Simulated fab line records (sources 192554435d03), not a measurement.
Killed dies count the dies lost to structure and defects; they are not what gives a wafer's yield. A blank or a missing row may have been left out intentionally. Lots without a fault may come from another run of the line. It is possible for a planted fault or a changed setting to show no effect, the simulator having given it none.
Matching of chambers | flow n5 finfet | N5_BEOL_M10_ILD_DEP_00 on pecvd-02 has 3 sister chambers
The step deposits SiCOH lowk from DEMS/porogen, target thk 308.51 nm, time 58 s. 3 wafers are shown with their chamber, then 11 later ones without.

## WAFERS, EACH WITH ITS CHAMBER
wafer  | chamber | throttle valve pct (%)
L089.1 | 1       | 14.4
L090.2 | 2       | 13.1
L088.1 | 0       | 16.0

## WAFERS WHOSE CHAMBER IS MISSING
wafer  | throttle valve pct (%)
L088.4 | 14.2
L088.6 | 13.2
L091.1 | 14.4
L091.3 | 15.8
L091.6 | 15.8
L093.2 | 13.4
L093.4 | 13.1
L093.6 | 15.7
L095.2 | 13.6
L095.4 | 13.5
L095.6 | 14.3

## THE CHAMBER EACH PASSED THROUGH
wafer  | from the rows above     | in truth
L088.4 | 1                       | 1
L088.6 | 2                       | 2
L091.1 | 1                       | 1
L091.3 | 0                       | 0
L091.6 | 0                       | 0
L093.2 | 2                       | 2
L093.4 | 2                       | 2
L093.6 | 0                       | 0
L095.2 | can't be placed: 2 or 1 | 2
L095.4 | can't be placed: 2 or 1 | 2
L095.6 | 1                       | 1
Correctly placed: 9 of 11. Unplaceable from these rows: 2, with the true chamber sitting among the candidates in 2. Wrongly placed: 0.
How it was worked out, from the rows above alone: a wafer's distance from a chamber is the root of the sum, over the readings, of the square of ((its reading less the chamber's mean) divided by the reading's scatter). The wafer belongs to the nearest chamber; if the next one is less than 2 further off, it can't be placed. Each chamber's mean is taken over the wafers shown for it. The scatter: root of mean squared gap, hidden wafer to nearest shown wafer, with one shown wafer a chamber.
